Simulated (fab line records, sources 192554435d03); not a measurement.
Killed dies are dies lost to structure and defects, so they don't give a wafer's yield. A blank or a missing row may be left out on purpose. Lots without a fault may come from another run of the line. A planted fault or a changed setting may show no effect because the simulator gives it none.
Chamber matching | flow n5_finfet | N5_BEOL_M5_STRIP_36 on rie_diel-05: 4 sister chambers
The step strips in N2/H2. 24 wafers are shown with their chamber, then 12 later ones without.

WAFERS WITH THEIR CHAMBER
wafer  | chamber | drypump_motor_current_A (A) | showerhead_plenum_p_Torr (Torr) | throttle_valve_pct (%)
L077.3 | 1       | 5.3                         | 2.69                            | 23.45
L077.5 | 0       | 6.3                         | 2.48                            | 24.06
L077.6 | 1       | 5.3                         | 2.69                            | 23.43
L078.1 | 0       | 6.3                         | 2.48                            | 24.08
L078.4 | 3       | 5.3                         | 2.50                            | 23.44
L078.5 | 3       | 5.3                         | 2.50                            | 23.47
L079.1 | 3       | 5.3                         | 2.50                            | 23.49
L079.2 | 1       | 5.3                         | 2.69                            | 23.44
L079.3 | 2       | 5.4                         | 2.68                            | 23.85
L079.4 | 0       | 6.4                         | 2.48                            | 24.09
L079.5 | 3       | 5.3                         | 2.50                            | 23.49
L079.6 | 2       | 5.4                         | 2.68                            | 23.82
L084.1 | 1       | 5.3                         | 2.68                            | 23.47
L084.3 | 0       | 6.3                         | 2.47                            | 24.09
L084.6 | 1       | 5.3                         | 2.68                            | 23.45
L085.2 | 0       | 6.3                         | 2.47                            | 24.13
L085.5 | 0       | 6.4                         | 2.47                            | 24.09
L085.6 | 2       | 5.4                         | 2.67                            | 23.85
L086.1 | 0       | 6.4                         | 2.47                            | 24.11
L086.2 | 2       | 5.4                         | 2.67                            | 23.86
L086.3 | 1       | 5.3                         | 2.68                            | 23.47
L086.4 | 2       | 5.4                         | 2.67                            | 23.89
L086.5 | 0       | 6.3                         | 2.47                            | 24.06
L086.6 | 1       | 5.3                         | 2.68                            | 23.45

SIGNATURES (means of the wafers above)
reading                  | chamber 0 | chamber 1 | chamber 2 | chamber 3 | scatter within a chamber
drypump_motor_current_A  | 6.338     | 5.300     | 5.400     | 5.300     | 0.0306
showerhead_plenum_p_Torr | 2.4737    | 2.6843    | 2.6740    | 2.5000    | 0.00489
throttle_valve_pct       | 24.0887   | 23.4514   | 23.8540   | 23.4725   | 0.0216
Rule: a wafer's distance from a chamber is the root of the sum, over the readings, of the square of ((its reading less the chamber's mean) divided by the reading's scatter). The wafer belongs to the nearest chamber; if the next one is less than 2 further off, it can't be placed. The scatter: the root of (the sum of the squares of (reading less its chamber's mean) over the shown wafers, divided by (wafers less chambers)).

WAFERS WITHOUT THEIR CHAMBER
wafer  | drypump_motor_current_A (A) | showerhead_plenum_p_Torr (Torr) | throttle_valve_pct (%)
L092.4 | 5.4                         | 2.67                            | 23.89
L092.5 | 5.3                         | 2.49                            | 23.21
L092.6 | 5.4                         | 2.67                            | 23.88
L093.1 | 5.4                         | 2.67                            | 23.87
L093.2 | 6.4                         | 2.46                            | 24.14
L093.3 | 5.3                         | 2.49                            | 23.18
L093.4 | 5.3                         | 2.67                            | 23.52
L093.5 | 5.5                         | 2.67                            | 23.91
L093.6 | 5.3                         | 2.67                            | 23.51
L097.1 | 5.5                         | 2.66                            | 23.89
L097.3 | 6.3                         | 2.46                            | 24.11
L097.6 | 5.3                         | 2.67                            | 23.49

WHICH CHAMBER EACH WENT THROUGH
wafer  | from the rows above | in truth
L092.4 | 2                   | 2
L092.5 | 3                   | 3
L092.6 | 2                   | 2
L093.1 | 2                   | 2
L093.2 | 0                   | 0
L093.3 | 3                   | 3
L093.4 | 1                   | 1
L093.5 | 2                   | 2
L093.6 | 1                   | 1
L097.1 | 2                   | 2
L097.3 | 0                   | 0
L097.6 | 1                   | 1
Placed correctly: 12 of 12. Can't be placed from these rows: 0. Placed wrongly: 0.
